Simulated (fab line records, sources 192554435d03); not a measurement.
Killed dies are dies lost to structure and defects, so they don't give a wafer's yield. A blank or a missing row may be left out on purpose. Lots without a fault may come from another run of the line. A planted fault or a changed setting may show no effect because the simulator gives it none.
A struck lot beside a sound one | flow n5_finfet | 37 steps out of a route of 1938
Sound: wafers L678.1, L678.3, L678.6. Struck: wafer L692.3. (L692.6 of the same lot was not struck and is left out.) The cause comes at the end.
At each step with rows: each side's tool, then ch and its chambers, then its first start. Under that, the readings that differ: sound wafers | struck wafers | difference of the means | sigmas: that difference in standard deviations of wafers without a fault.
alike: readings whose means differ by less than 2 such deviations, and words and numbers that are the same on both sides. not compared: withheld readings, readings that some wafer has no value for, bounds like >300 that may hide the same value, and numbers for which the record gives no deviation and whose values overlap.
The two part at a step that has a row with sigmas, a row that says differs or no value, or rows on one side only. Numbers that don't overlap but have no deviation are shown without sigmas and don't part them. A reading that every wafer of one side lacks parts them only if that side has two wafers or more.

first, 8 steps without rows for these wafers: N5_MOL_CONTACT_COAG_SRD_139 (time 30 s); N5_MOL_CONTACT_COAG_PRE_CLEAN_121; N5_MOL_CONTACT_COAG_CVD_140 (deposits W, target thk 66.5 nm, time 215 s); N5_MOL_CONTACT_COAG_PRECLEAN_127 (cleans in DIW, time 57.5 s); N5_MOL_CONTACT_COAG_SRD_128 (dry time 32 s); N5_MOL_CONTACT_COAG_CMP_52 (polishes, stops on SiO2, t overpolish 1.5 s, target thk 66.5 nm); N5_MOL_CONTACT_COAG_ANNEAL_112 (time 1800 s); N5_BEOL_M0_SAQP_PECVD_00 (deposits SiCN from 3MS/NH3, target thk 8 nm, time 14 s).
N5_BEOL_M0_SAQP_ILD_DEP_01: deposits SiOC from DEMS/O2, target thk 45.419 nm, time 8.7 s.
  sound on pecvd-04 ch 0,1,2, day 7 01:52; struck on pecvd-04 ch 0, day 10 17:13
  reading                                           | sound          | struck | difference | sigmas
  model.SiOC_of_BEOL_M0_SAQP_ILD_DEP_01.thk_nm (nm) | 45.2 44.2 45.6 | 62.2   | +17.2      |
  alike: heater_power_w, showerhead_plenum_p_Torr, throttle_valve_pct
then, 25 steps without rows for these wafers: N5_BEOL_M0_SAQP_HM_DEP_02 (deposits TiN, target thk 12 nm); N5_BEOL_M0_SAQP_PECVD_03 (deposits SiCN from 3MS/NH3, target thk 12 nm, time 21.1 s); N5_BEOL_M0_SAQP_PECVD_96 (deposits a-Si from SiH4/He, target thk 45 nm, time 45.2 s); N5_BEOL_M0_SAQP_PECVD_97 (deposits SiNx from SiH4/NH3/N2, target thk 23 nm, time 19.9 s); N5_BEOL_M0_SAQP_PECVD_04 (deposits a-Si from SiH4/He, target thk 60 nm, time 60.2 s); N5_BEOL_M0_SAQP_HM_DEP_111 (deposits SiO2 from SiH4/N2O, target thk 12 nm, time 7.2 s); N5_BEOL_M0_SAQP_COAT_81 (time 60 s, resist thk 100 nm); N5_BEOL_M0_SAQP_COAT_82 (time 60 s, resist thk 30 nm); N5_BEOL_M0_SAQP_COAT_08 (resist thk 90 nm); N5_BEOL_M0_SAQP_EBR_10; N5_BEOL_M0_SAQP_SOFTBAKE_09 (time 60 s); N5_BEOL_M0_SAQP_EXPOSE_11 (exposes mask M0 CORE, target cd 42 nm); N5_BEOL_M0_SAQP_PEB_12 (peb time 60 s); N5_BEOL_M0_SAQP_DEVELOP_13 (develop time 30 s); N5_BEOL_M0_SAQP_DESCUM_19 (chemistry O2, time 7.9 s); N5_BEOL_M0_SAQP_ETCH_83 (etches SiARC in CF4, target depth 39 nm, time 65 s); N5_BEOL_M0_SAQP_ETCH_84 (etches SOC in N2/H2, target depth 100 nm, overetch 20 nm, time 150 s); N5_BEOL_M0_SAQP_STRIP_80 (strips in N2/H2); N5_BEOL_M0_SAQP_HM_OPEN_112 (chemistry CHF3/O2, target SiO2, stops on a-Si, target depth 12 nm, time 13.5 s); N5_BEOL_M0_SAQP_STRIP_113 (strips in CHF3/O2); N5_BEOL_M0_SAQP_MANDREL_ETCH_20 (etches a-Si in HBr/Cl2, stops on SiNx, target depth 60 nm, bt time 10 s, time 30 s); N5_BEOL_M0_SAQP_STRIP_86 (strips in N2/H2); N5_BEOL_M0_SAQP_STRIP_115 (strips in post etch residue remover, time 60 s); N5_BEOL_M0_SAQP_SRD_93 (time 30 s); N5_BEOL_M0_SAQP_RECESS_114 (chemistry HF/NH3, target SiO2, target depth 14.4 nm, afs cycles 3, sublimation time 60 s).
N5_BEOL_M0_CMP_120: polishes, stops on SiOC, t overpolish 6.9 s.
  sound on cmp-04 ch 0,1,3, day 7 17:44; struck on cmp-04 ch 2, day 11 07:07
  reading                                           | sound          | struck | difference | sigmas
  model.SiOC_of_BEOL_M0_SAQP_ILD_DEP_01.thk_nm (nm) | 39.4 38.2 39.6 | 56.2   | +17.1      |
  alike: barrier_field_endpoint_s, motor_current_A, overpolish_run_s, time_to_endpoint_s
N5_BEOL_M0_RS_MEAS_126: measures by four-point-probe.
  sound on film_metro-02, day 7 18:13; struck on film_metro-02, day 11 07:38
  reading        | sound             | struck | difference | sigmas
  M0_RS (ohm/sq) | 0.527 0.556 0.538 | 0.359  | -0.181     | -9
-- the record jumps here: 2 days lie between the struck wafers' starts before and after (it left off in module BEOL_M0 and takes up again in module BEOL_M4, whose first step shown is number 1111 of the route) --
N5_BEOL_M4_RC_MEAS_101:
  sound on prober-01 ch 0, day 9 12:20; struck on prober-02 ch 0, day 13 13:25
  reading       | sound       | struck | difference | sigmas
  ION_N (uA/um) | 655 669 671 | 692    | +27        | +2
  ION_P (uA/um) | 449 455 457 | 474    | +20        | +2
  alike: DIBL_N, DIBL_P, IOFF_N, IOFF_P, SS_N, SS_P, VT_N, VT_P

WHERE THEY PART
First at N5_BEOL_M0_RS_MEAS_126; last, within this record, at N5_BEOL_M4_RC_MEAS_101.

WHY: what the simulator had put in
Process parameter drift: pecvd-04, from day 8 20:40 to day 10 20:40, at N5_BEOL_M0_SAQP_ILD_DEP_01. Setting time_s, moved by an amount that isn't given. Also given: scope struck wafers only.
